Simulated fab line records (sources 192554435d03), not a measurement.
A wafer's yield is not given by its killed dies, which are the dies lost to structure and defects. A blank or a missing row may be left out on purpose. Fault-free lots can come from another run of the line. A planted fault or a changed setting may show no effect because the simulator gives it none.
Which tool was responsible?	flow n5-finfet	Sampling: 11 lots, 32 wafers, 3 of 1938 route steps

WHAT THE GAUGES READ, wafer by wafer
N5_PASSIVATION_OVL_MEAS_63. Usual: for PAD_OVL the level is -2 nm and the standard deviation is 4.8.
lot	measured	on	PAD_OVL (nm)	flag
L664	day 11 19:22	overlay-01	2 5 0	
L668	day 12 12:06	overlay-01	-1 -8	
L670	day 12 20:06	overlay-01	-2 3 2	
L674	day 14 16:29	overlay-02	-5 -9 -4	
L681	day 15 14:15	overlay-01	-3 -1 -2	
L683	day 16 04:56	overlay-01	1 -1 -5	
L682	day 16 14:53	overlay-02	1 2 3	
L684	day 16 22:53	overlay-01	-9 -1 -10	
L685	day 17 16:51	overlay-02	2 -4 -1	
L686	day 18 09:01	overlay-02	1 3 9	
L687	day 18 09:22	overlay-01	4 2 3	

EACH LOT AND THE TOOL THAT RAN IT (in order: tool; ch and the chambers of the sampled wafers; start)
lot	N5_PASSIVATION_PASS_ETCH_74	N5_PASSIVATION_ETCH_15
L664	rie-diel-05 ch 1,2,3, day 11 18:01	rie-diel-05 ch 1,2,3, day 11 19:22 or earlier
L668	rie-diel-05 ch 0,3, day 12 09:24	rie-diel-05 ch 0,3, day 12 12:06 or earlier
L670	rie-diel-04 ch 2,3, day 12 18:22	rie-diel-04 ch 2,3, day 12 20:06 or earlier
L674	rie-diel-05 ch 0,2,3, day 14 15:02	rie-diel-05 ch 0,2,3, day 14 16:29 or earlier
L681	rie-diel-05 ch 0,1, day 15 13:01	rie-diel-05 ch 0,1, day 15 14:15 or earlier
L683	rie-diel-04 ch 2,3, day 16 03:45	rie-diel-04 ch 2,3, day 16 04:56 or earlier
L682	rie-diel-04 ch 0,2,3, day 16 13:25	rie-diel-04 ch 0,2,3, day 16 14:53 or earlier
L684	rie-diel-04 ch 2,3, day 16 20:51	rie-diel-04 ch 2,3, day 16 22:53 or earlier
L685	rie-diel-05 ch 1,2,3, day 17 15:12	rie-diel-05 ch 1,2,3, day 17 16:51 or earlier
L686	rie-diel-04 ch 0,3, day 18 06:59	rie-diel-04 ch 0,3, day 18 09:01 or earlier
L687	rie-diel-05 ch 0,2, day 18 07:07	rie-diel-05 ch 0,2, day 18 09:22 or earlier
- N5_PASSIVATION_PASS_ETCH_74: etches SiNx in CF4/O2, target depth 220 nm, time 110 s.
- N5_PASSIVATION_ETCH_15: etches SiCN in CF4/N2, target depth 75 nm, time 81.2 s.

WHAT THE TOOLS THEMSELVES READ (means of the sampled wafers that have a number; where no wafer has one, the mark that the record gives instead)
N5_PASSIVATION_PASS_ETCH_74. Usual: cf4-flow-sccm 100.00 sccm, standard deviation 0.29; drypump-motor-current-A 5.6 A, standard deviation 0.44; oes-product-au 0.78 a.u., standard deviation 0.082; rf-vpp-V 240.2 V, standard deviation 2.7; showerhead-plenum-p-Torr 2.18 Torr, standard deviation 0.061; throttle-valve-pct 16.08 %, standard deviation 0.23.
lot	tool	cf4-flow-sccm (sccm)	drypump-motor-current-A (A)	oes-product-au (a.u.)	rf-vpp-V (V)	showerhead-plenum-p-Torr (Torr)	throttle-valve-pct (%)	flag
L664	rie-diel-05	99.72	5.4	0.78	240.2	2.15	15.96	
L668	rie-diel-05	100.51	5.8	0.74	239.9	2.20	16.13	
L670	rie-diel-04	100.11	5.6	0.79	237.6	2.18	16.25	
L674	rie-diel-05	100.06	5.6	0.76	240.4	2.20	16.10	
L681	rie-diel-05	99.81	5.7	0.67	242.7	2.15	16.32	
L683	rie-diel-04	100.01	5.6	0.77	236.4	2.17	16.30	
L682	rie-diel-04	99.80	5.7	0.78	238.0	2.15	16.20	
L684	rie-diel-04	100.04	5.6	0.75	237.9	2.17	16.30	
L685	rie-diel-05	100.14	5.4	0.74	240.1	2.14	16.04	
L686	rie-diel-04	99.99	5.3	0.73	237.8	2.17	16.32	
L687	rie-diel-05	100.25	5.4	0.83	239.5	2.22	16.03	

N5_PASSIVATION_ETCH_15. Usual: cf4-flow-sccm is 60.01 sccm with standard deviation 0.18, drypump-motor-current-A is 5.6 A with standard deviation 0.44, n2-flow-sccm is 60.01 sccm with standard deviation 0.2, oes-product-au is 0.78 a.u. with standard deviation 0.082, rf-vpp-V is 381.7 V with standard deviation 1.8, showerhead-plenum-p-Torr is 2.18 Torr with standard deviation 0.062, and throttle-valve-pct is 15.53 % with standard deviation 0.24.
lot	tool	cf4-flow-sccm (sccm)	drypump-motor-current-A (A)	n2-flow-sccm (sccm)	oes-product-au (a.u.)	rf-vpp-V (V)	showerhead-plenum-p-Torr (Torr)	throttle-valve-pct (%)	flag
L664	rie-diel-05	60.23	5.4	60.08	0.78	380.1	2.15	15.41	
L668	rie-diel-05	60.08	5.8	60.24	0.74	382.8	2.20	15.58	
L670	rie-diel-04	60.14	5.6	59.99	0.79	382.1	2.18	15.70	
L674	rie-diel-05	59.95	5.6	59.96	0.76	382.4	2.20	15.55	
L681	rie-diel-05	59.87	5.7	59.90	0.67	380.6	2.15	15.79	
L683	rie-diel-04	60.04	5.6	60.00	0.77	381.7	2.17	15.75	
L682	rie-diel-04	59.91	5.8	60.01	0.78	381.5	2.15	15.66	
L684	rie-diel-04	60.01	5.6	59.98	0.76	381.9	2.17	15.75	
L685	rie-diel-05	60.10	5.4	59.92	0.74	380.1	2.14	15.49	
L686	rie-diel-04	59.88	5.3	59.91	0.73	381.2	2.17	15.78	
L687	rie-diel-05	59.99	5.4	59.83	0.83	383.2	2.22	15.48	

THE ANSWER, worked out from the rows above alone
Rule: a lot counts as off when the mean over its wafers that have a number is more than 3 standard deviations away from the usual mean. Also off: a lot with no number at a reading for which 4 or more lots have one. All remaining lots with rows at the step are treated as sound. The gauges are gone through in route order, then the tools' own readings, and for those a lot's mean is taken as printed above. At the first step where some lot is off, the reading lying furthest off is the one used; lots without a number count as furthest.
No lot is off at any reading shown: from this, nothing can be told.

WHAT THE SIMULATOR PUT IN
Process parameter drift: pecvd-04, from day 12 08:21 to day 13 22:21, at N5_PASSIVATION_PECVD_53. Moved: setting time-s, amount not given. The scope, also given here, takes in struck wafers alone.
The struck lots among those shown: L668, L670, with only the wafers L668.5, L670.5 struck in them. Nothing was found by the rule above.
